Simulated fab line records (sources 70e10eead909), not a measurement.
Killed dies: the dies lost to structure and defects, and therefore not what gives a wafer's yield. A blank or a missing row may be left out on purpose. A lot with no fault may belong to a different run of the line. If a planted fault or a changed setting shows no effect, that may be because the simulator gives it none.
Chamber matching -- flow nand harc -- NHARC_P_M0_CMP_23 on cmp-03 has 4 sister chambers
The step polishes, t overpolish 20 s, target thk 117.54 nm. 14 wafers are shown with their chamber, then 7 later ones without.

## WAFERS, EACH WITH ITS CHAMBER
wafer,chamber,time to endpoint s (s),motor current A (A)
L884.2,0,24,12.8
L884.3,2,34,13.6
L884.4,1,29,13.3
L887.2,2,36,13.2
L887.3,3,32,12.0
L887.4,1,29,12.2
L899.4,3,29,12.1
L899.5,3,29,12.3
L899.6,2,36,12.9
L900.3,2,37,14.0
L900.4,3,31,12.4
L900.5,2,34,13.0
L904.1,3,26,11.3
L904.3,1,30,13.1

SIGNATURES, as means of the wafers listed above
reading,chamber 0,chamber 1,chamber 2,chamber 3,scatter within a chamber
time to endpoint s,24.00,29.33,35.40,29.40,1.7
motor current A,12.800,12.867,13.340,12.020,0.476
Rule: a wafer's distance from a chamber is the root of the sum, over the readings, of the square of ((its reading less the chamber's mean) divided by the reading's scatter). If the next closest chamber is less than 2 further off than the closest, the wafer can't be placed; otherwise it belongs to the closest. The scatter: take each reading less its chamber's mean, square it, sum over the shown wafers, divide by the number of wafers less the number of chambers, and take the root.

## WAFERS WHOSE CHAMBER IS MISSING
wafer,time to endpoint s (s),motor current A (A)
L904.4,26,13.2
L906.3,29,11.8
L906.5,27,11.9
L906.6,21,12.9
L907.1,28,12.3
L907.3,26,12.8
L907.4,34,13.8

## THE CHAMBER EACH PASSED THROUGH
wafer,from the rows above,in truth
L904.4,can't be placed: 0 or 1 or 3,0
L906.3,can't be placed: 3 or 1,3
L906.5,can't be placed: 3 or 1 or 0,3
L906.6,0,0
L907.1,can't be placed: 3 or 1 or 0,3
L907.3,can't be placed: 0 or 1 or 3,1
L907.4,2,2
Correct placement for 2 of the 7. Not placeable from these rows: 5 (in 5, the candidates include the true chamber). Wrongly placed: 0.
